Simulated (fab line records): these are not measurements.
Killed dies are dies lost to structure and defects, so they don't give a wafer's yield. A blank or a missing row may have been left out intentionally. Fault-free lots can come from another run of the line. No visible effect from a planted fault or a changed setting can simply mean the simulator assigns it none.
Struck lot and sound lot, side by side    flow nand-harc    44 out of 1159 route steps
Sound: the wafers L949.1, L949.4, L949.5. Wafers L964.1, L964.3, L964.6 were the ones struck. The cause comes at the end.
Each step with rows lists, per side, the tool, then ch with its chambers, then its first start. Under that, the readings that differ: sound wafers    struck wafers    difference of the means    sigmas: that difference in standard deviations of wafers without a fault.
alike: readings with means less than 2 such deviations apart, plus words and numbers identical on both sides. not compared: withheld readings, readings lacking a value on some wafer, bounds such as >300 that could conceal the same value, and numbers that have no deviation in the record and whose values overlap.
Wherever a step has rows on one side only, a row that says differs or no value, or a row with sigmas, the two part there. When numbers do not overlap yet have no deviation, they are printed without sigmas and do not part them. A reading that every wafer of one side lacks parts them only if that side has two wafers or more.

first, 6 steps without rows for these wafers: NHARC_P_GATE_COAT_40; NHARC_P_GATE_SOFTBAKE_41 (time 95 s); NHARC_P_GATE_EBR_42; NHARC_P_GATE_EXPOSE_43 (exposes mask P NSD, target cd 720 nm); NHARC_P_GATE_PEB_44 (peb time 85 s); NHARC_P_GATE_DEVELOP_45 (time 70 s).
NHARC_P_GATE_CD_MEAS_46 targets a cd of 720 nm.
  sound on cd-sem-03 ch 0, day 5 23:13; struck on cd-sem-03 ch 0, day 9 07:19
  alike: cd-nm
then, 4 steps without rows for these wafers: NHARC_P_GATE_HARDBAKE_47 (time 80 s); NHARC_P_GATE_DESCUM_48 (chemistry O2, time 3 s); NHARC_P_GATE_IMPLANT_49; NHARC_P_GATE_STRIP_111 (strips in N2/H2, time 250 s).
NHARC_P_GATE_STRIP_75: strips in O2.
  sound on plasma-asher-01 ch 0,1, day 6 00:03; struck on plasma-asher-01 ch 0,1, day 9 08:13
  alike: drypump-motor-current-A, heater-power-w, rf-refl-power-W, temp-c
  not compared: rf-hours-counter-h
NHARC_P_GATE_STRIP_50: strips in SPM, time 900 s.
  sound on wet-bench-06 ch 3,5,6, day 6 00:12; struck on wet-bench-09 ch 0,2,3, day 9 08:22
  alike: temp-c
then, 8 steps without rows for these wafers: NHARC_P_GATE_DEHYDRATE_51 (time 120 s); NHARC_P_GATE_HMDS_52 (time 30 s); NHARC_P_GATE_COAT_53; NHARC_P_GATE_SOFTBAKE_54 (time 95 s); NHARC_P_GATE_EBR_55; NHARC_P_GATE_EXPOSE_56 (exposes mask P PSD, target cd 720 nm); NHARC_P_GATE_PEB_57 (peb time 85 s); NHARC_P_GATE_DEVELOP_58 (time 70 s).
NHARC_P_GATE_CD_MEAS_59 targets a cd of 720 nm.
  sound on cd-sem-02 ch 0, day 6 00:50; struck on cd-sem-03 ch 0, day 9 09:01
  alike: cd-nm
then, 3 steps without rows for these wafers: NHARC_P_GATE_HARDBAKE_60 (time 80 s); NHARC_P_GATE_DESCUM_61 (chemistry O2, time 3 s); NHARC_P_GATE_IMPLANT_62.
NHARC_P_GATE_STRIP_112: strips in N2/H2, time 200 s.
  sound on plasma-asher-02 ch 1, day 6 01:31; struck on plasma-asher-01 ch 0, day 9 09:38
reading              sound     struck    difference  sigmas
rf-refl-power-W (W)  30 29 29  16 16 17  -13         -3
  alike: drypump-motor-current-A, heater-power-w, temp-c
  not compared: rf-hours-counter-h
NHARC_P_GATE_STRIP_76: strips in O2.
  sound on plasma-asher-02 ch 1, day 6 01:45; struck on plasma-asher-01 ch 0, day 9 09:52
reading              sound     struck    difference  sigmas
rf-refl-power-W (W)  27 29 28  18 16 16  -11         -3
  alike: drypump-motor-current-A, heater-power-w, temp-c
  not compared: rf-hours-counter-h
then, 9 steps without rows for these wafers: NHARC_P_GATE_STRIP_63 (strips in SPM, time 900 s); NHARC_P_GATE_DEHYDRATE_83 (time 120 s); NHARC_P_GATE_HMDS_84 (time 30 s); NHARC_P_GATE_COAT_85; NHARC_P_GATE_SOFTBAKE_86 (time 95 s); NHARC_P_GATE_EBR_87; NHARC_P_GATE_EXPOSE_88 (exposes mask P HVN, target cd 2000 nm); NHARC_P_GATE_PEB_89 (peb time 85 s); NHARC_P_GATE_DEVELOP_90 (time 70 s).
NHARC_P_GATE_CD_MEAS_91 targets a cd of 2000 nm.
  sound on cd-sem-01 ch 0, day 6 02:40; struck on cd-sem-01 ch 0, day 9 10:47
  alike: cd-nm
then, 1 step without rows for these wafers: NHARC_P_GATE_HARDBAKE_92 (time 80 s).
NHARC_P_GATE_DESCUM_93: chemistry O2, time 3 s.
  sound on rie-diel-03 ch 0,1,2, day 6 02:50; struck on rie-diel-03 ch 2,3, day 9 10:58
  alike: drypump-motor-current-A, oes-product-au, rf-vpp-V, showerhead-plenum-p-Torr, throttle-valve-pct
  not compared: rf-hours-counter-h
then, 1 step without rows for these wafers: NHARC_P_GATE_IMPLANT_94.
NHARC_P_GATE_STRIP_113: strips in N2/H2, time 740 s.
  sound on plasma-asher-01 ch 0,1, day 6 03:23; struck on plasma-asher-02 ch 1, day 9 11:31
reading              sound     struck    difference  sigmas
rf-refl-power-W (W)  19 19 16  28 29 28  +10         +2
  alike: drypump-motor-current-A, heater-power-w, temp-c
  not compared: rf-hours-counter-h
then, 1 step without rows for these wafers: NHARC_P_GATE_STRIP_95 (strips in O2).
NHARC_P_GATE_INSPECT_68:
  sound: defect-inspect-01 at day 6 05:49; struck: defect-inspect-02 at day 9 14:04
reading           sound        struck       difference  sigmas
raw-defect-count  162 128 192  569 442 579  +369        +4
-- record jumps: 15 days between struck wafers' starts before vs after; left off in module P_GATE, resumes in module END, first step shown is number 1159 of the route --
NHARC_END_SORT_01:
  here the record holds rows for the struck wafers (prober-01 ch 0, day 24 06:35) but none for the sound ones

== WHERE THEY PART ==
First at NHARC_P_GATE_STRIP_112; last, within this record, at NHARC_END_SORT_01.

WHY: what the simulator had put in
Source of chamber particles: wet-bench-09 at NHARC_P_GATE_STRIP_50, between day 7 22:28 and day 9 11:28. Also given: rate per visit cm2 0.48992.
